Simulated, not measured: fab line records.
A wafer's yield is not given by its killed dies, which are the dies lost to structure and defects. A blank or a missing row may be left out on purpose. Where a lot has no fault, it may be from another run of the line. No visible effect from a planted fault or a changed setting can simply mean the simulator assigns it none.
Which of the tools did it? || flow n5 finfet || 12 lots, 36 wafers sampled, at 2 steps of a route of 1938

WHAT THE GAUGES READ, wafer by wafer
N5_BEOL_M11_THK_MEAS_53: measures by xrf.
{"lot": "L075", "measured": "day 10 21:02", "on": "film metro-02", "M11_THK (nm)": "143 137 144"}
{"lot": "L080", "measured": "day 12 03:23", "on": "film metro-01", "M11_THK (nm)": "138 140 136"}
{"lot": "L078", "measured": "day 12 09:15", "on": "film metro-02", "M11_THK (nm)": "138 147 137"}
{"lot": "L083", "measured": "day 12 13:13", "on": "film metro-02", "M11_THK (nm)": "144 140 146"}
{"lot": "L081", "measured": "day 12 20:35", "on": "film metro-01", "M11_THK (nm)": "138 139 137"}
{"lot": "L085", "measured": "day 13 23:33", "on": "film metro-01", "M11_THK (nm)": "132 131 134"}
{"lot": "L088", "measured": "day 14 08:25", "on": "film metro-01", "M11_THK (nm)": "136 140 132"}
{"lot": "L089", "measured": "day 15 01:43", "on": "film metro-01", "M11_THK (nm)": "142 138 141"}
{"lot": "L090", "measured": "day 15 10:24", "on": "film metro-01", "M11_THK (nm)": "132 132 138"}
{"lot": "L093", "measured": "day 15 15:31", "on": "film metro-01", "M11_THK (nm)": "131 140 134"}
{"lot": "L095", "measured": "day 16 09:44", "on": "film metro-01", "M11_THK (nm)": "134 134 138"}
{"lot": "L097", "measured": "day 16 23:53", "on": "film metro-01", "M11_THK (nm)": "138 133 136"}

TOOL THAT RAN EACH LOT (tool first, then ch and the chambers of the sampled wafers, then the start)
{"lot": "L075", "N5_BEOL_M11_SPUTTER_48": "pvd sputter-02, day 10 20:10"}
{"lot": "L080", "N5_BEOL_M11_SPUTTER_48": "pvd sputter-01, day 12 02:34"}
{"lot": "L078", "N5_BEOL_M11_SPUTTER_48": "pvd sputter-01, day 12 08:14"}
{"lot": "L083", "N5_BEOL_M11_SPUTTER_48": "pvd sputter-03, day 12 12:14"}
{"lot": "L081", "N5_BEOL_M11_SPUTTER_48": "pvd sputter-01, day 12 19:45"}
{"lot": "L085", "N5_BEOL_M11_SPUTTER_48": "pvd sputter-03, day 13 22:44"}
{"lot": "L088", "N5_BEOL_M11_SPUTTER_48": "pvd sputter-02, day 14 07:29"}
{"lot": "L089", "N5_BEOL_M11_SPUTTER_48": "pvd sputter-01, day 15 00:53"}
{"lot": "L090", "N5_BEOL_M11_SPUTTER_48": "pvd sputter-03, day 15 09:33"}
{"lot": "L093", "N5_BEOL_M11_SPUTTER_48": "pvd sputter-01, day 15 14:12"}
{"lot": "L095", "N5_BEOL_M11_SPUTTER_48": "pvd sputter-01, day 16 08:47"}
{"lot": "L097", "N5_BEOL_M11_SPUTTER_48": "pvd sputter-03, day 16 23:04"}
- N5_BEOL_M11_SPUTTER_48: material Cu, target thk 12 nm, time 2 s.

THE ANSWER, worked out from the rows above alone
Rule: usual is defined by the lots themselves. Put in order of their means at a reading, lots are off if they are a third of the lots or fewer, leave a main group of 4 or more, and stand apart from it by a gap of 3 or more times the standard deviation of the main group's means; of several such gaps the widest counts. A main group whose means are all the same, to the digits that the tables above print for the reading, isn't used. Also off: a lot with no number at a reading for which 4 or more lots have one. The other lots that the step has rows for count as sound.
None of the lots is off at any reading shown; this tells nothing.

WHAT WAS PUT IN BY THE SIMULATOR
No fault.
